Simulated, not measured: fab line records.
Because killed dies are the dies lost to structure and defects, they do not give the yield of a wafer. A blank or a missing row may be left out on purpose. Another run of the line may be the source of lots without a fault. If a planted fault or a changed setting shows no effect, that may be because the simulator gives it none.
Chamber matching	flow nandHarc	rieDiel-10 running NHARC_A_SLIT_DESCUM_14: 4 sister chambers
The step chemistry O2, time 3 s. 18 wafers are shown with their chamber, then 9 later ones without.

== WAFERS, EACH WITH ITS CHAMBER ==
wafer	chamber	showerheadPlenumPTorr (Torr)	rfVppV (V)	oesProductAu (a.u.)
L076.1	1	1.88	57.4	0.998
L076.3	2	2.04	57.6	0.990
L076.5	3	2.05	59.4	0.992
L079.1	2	2.03	58.1	1.003
L079.5	2	2.03	59.3	1.009
L079.6	3	2.05	58.6	0.990
L084.3	0	1.83	58.4	0.992
L084.5	1	1.88	56.2	1.001
L084.6	2	2.03	57.3	1.006
L083.1	0	1.83	56.5	0.999
L083.3	1	1.88	56.8	0.990
L083.6	3	2.05	59.0	1.010
L086.1	0	1.83	57.0	1.008
L086.2	1	1.88	56.8	1.012
L086.6	2	2.03	58.2	1.004
L092.1	2	2.03	57.1	1.019
L092.5	3	2.05	57.8	0.988
L092.6	0	1.83	57.6	0.996

SIGNATURES, as means of the wafers listed above
reading	chamber 0	chamber 1	chamber 2	chamber 3	scatter within a chamber
showerheadPlenumPTorr	1.8300	1.8800	2.0317	2.0500	0.00244
rfVppV	57.375	56.800	57.933	58.700	0.722
oesProductAu	0.99875	1.00025	1.00517	0.99500	0.00902
Rule: distance of a wafer from a chamber = root of the sum over the readings of ((wafer's reading minus chamber's mean) / reading's scatter) squared. The wafer belongs to the nearest chamber; if the next one is less than 2 further off, it can't be placed. The scatter is the square root of a quotient: the sum, over the shown wafers, of each reading's squared deviation from its chamber's mean, divided by wafers minus chambers.

== WAFERS WHOSE CHAMBER IS MISSING ==
wafer	showerheadPlenumPTorr (Torr)	rfVppV (V)	oesProductAu (a.u.)
L090.3	2.05	57.6	0.981
L090.4	2.03	58.4	1.009
L090.6	2.05	58.7	0.984
L096.1	2.03	58.7	1.006
L096.2	1.83	58.2	0.991
L096.6	1.83	57.7	0.994
L096.3	2.03	57.3	1.004
L096.4	1.83	57.3	0.991
L096.5	2.03	57.2	1.007

== EACH ONE'S CHAMBER ==
wafer	from the rows above	in truth
L090.3	3	3
L090.4	2	2
L090.6	3	3
L096.1	2	2
L096.2	0	0
L096.6	0	0
L096.3	2	2
L096.4	0	0
L096.5	2	2
9 of 9 placed correctly. Number that these rows cannot place: 0. Number placed wrongly: 0.
